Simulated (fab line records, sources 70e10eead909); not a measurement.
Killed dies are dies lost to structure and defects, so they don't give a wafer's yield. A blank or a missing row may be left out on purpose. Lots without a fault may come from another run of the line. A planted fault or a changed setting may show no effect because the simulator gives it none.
A struck lot beside a sound one | flow nand_harc | 14 steps out of a route of 1159
Sound: wafers L527.1, L527.3, L527.6. Struck: wafers L539.1, L539.2. (L539.6 of the same lot was not struck and is left out.) The cause comes at the end.
At each step with rows: each side's tool, then ch and its chambers, then its first start. Under that, the readings that differ: sound wafers | struck wafers | difference of the means | sigmas: that difference in standard deviations of wafers without a fault.
alike: readings whose means differ by less than 2 such deviations, and words and numbers that are the same on both sides. not compared: withheld readings, readings that some wafer has no value for, bounds like >300 that may hide the same value, and numbers for which the record gives no deviation and whose values overlap.
The two part at a step that has a row with sigmas, a row that says differs or no value, or rows on one side only. Numbers that don't overlap but have no deviation are shown without sigmas and don't part them. A reading that every wafer of one side lacks parts them only if that side has two wafers or more.

NHARC_A_STAIRCASE_DESCUM_186: chemistry O2, time 3 s.
  sound on rie_diel-11 ch 0,1,3, day 10 17:21; struck on rie_diel-11 ch 2,3, day 14 11:29
  alike: drypump_motor_current_A, oes_product_au, rf_vpp_V, showerhead_plenum_p_Torr, throttle_valve_pct
  not compared: rf_hours_counter_h
then, 3 steps without rows for these wafers: NHARC_A_STAIRCASE_TRIM_187 (chemistry O2, time 211.2 s); NHARC_A_STAIRCASE_ETCH_188 (etches the open film in C4F8/O2, target depth 100 nm, time 40.5 s); NHARC_A_STAIRCASE_TRIM_189 (chemistry O2, time 211.2 s).
NHARC_A_STAIRCASE_ETCH_190: etches the open film in C4F8/O2, target depth 100 nm, time 40.5 s.
  sound on rie_diel-11 ch 1,3; struck on rie_diel-11 ch 0,2
  alike: oes_product_au, rf_fwd_power_W, rf_vpp_V
  not compared: rf_hours_counter_h
NHARC_A_STAIRCASE_TRIM_191: chemistry O2, time 211.2 s.
  sound on rie_diel-11 ch 0,3; struck on rie_diel-11 ch 1,3
  alike: drypump_motor_current_A, oes_product_au, rf_vpp_V, showerhead_plenum_p_Torr, throttle_valve_pct
  not compared: rf_hours_counter_h
then, 2 steps without rows for these wafers: NHARC_A_STAIRCASE_ETCH_192 (etches the open film in C4F8/O2, target depth 100 nm, time 40.5 s); NHARC_A_STAIRCASE_TRIM_193 (chemistry O2, time 211.2 s).
NHARC_A_STAIRCASE_ETCH_194: etches the open film in C4F8/O2, target depth 100 nm, time 40.5 s.
  sound on rie_diel-11 ch 0,1,3; struck on rie_diel-11 ch 1,3
  alike: oes_product_au, rf_fwd_power_W, rf_vpp_V
  not compared: rf_hours_counter_h
NHARC_A_STAIRCASE_TRIM_196: chemistry O2, time 211.2 s.
  sound on rie_diel-10 ch 2,3, day 10 21:55; struck on rie_diel-11 ch 0,3, day 14 12:41
  alike: drypump_motor_current_A, oes_product_au, rf_vpp_V, showerhead_plenum_p_Torr, throttle_valve_pct
  not compared: rf_hours_counter_h
then, 1 step without rows for these wafers: NHARC_A_STAIRCASE_ETCH_197 (etches the open film in C4F8/O2, target depth 100 nm, time 40.5 s).
NHARC_A_STAIRCASE_TRIM_198: chemistry O2, time 211.2 s.
  sound on rie_diel-10 ch 1,3, day 10 22:15; struck on rie_diel-11 ch 0,1, day 14 13:01
  reading               | sound             | struck      | difference | sigmas
  oes_product_au (a.u.) | 1.001 1.008 0.998 | 1.193 1.158 | +0.173     | +12
  alike: drypump_motor_current_A, rf_vpp_V, showerhead_plenum_p_Torr, throttle_valve_pct
  not compared: rf_hours_counter_h
then, 1 step without rows for these wafers: NHARC_A_STAIRCASE_ETCH_199 (etches the open film in C4F8/O2, target depth 100 nm, time 40.5 s).
-- the record jumps here: 8 days lie between the struck wafers' starts before and after (it left off in module A_STAIRCASE and takes up again in module END, whose first step shown is number 1159 of the route) --
NHARC_END_SORT_01:
  the record has rows for the struck wafers here (prober-02 ch 0, day 22 05:07) and none for the sound ones

WHERE THEY PART
First at NHARC_A_STAIRCASE_TRIM_198; last, within this record, at NHARC_END_SORT_01.

WHY: what the simulator had put in
Process parameter drift: rie_diel-11, from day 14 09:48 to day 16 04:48, at NHARC_A_STAIRCASE_TRIM_198. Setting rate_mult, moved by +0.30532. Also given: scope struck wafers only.
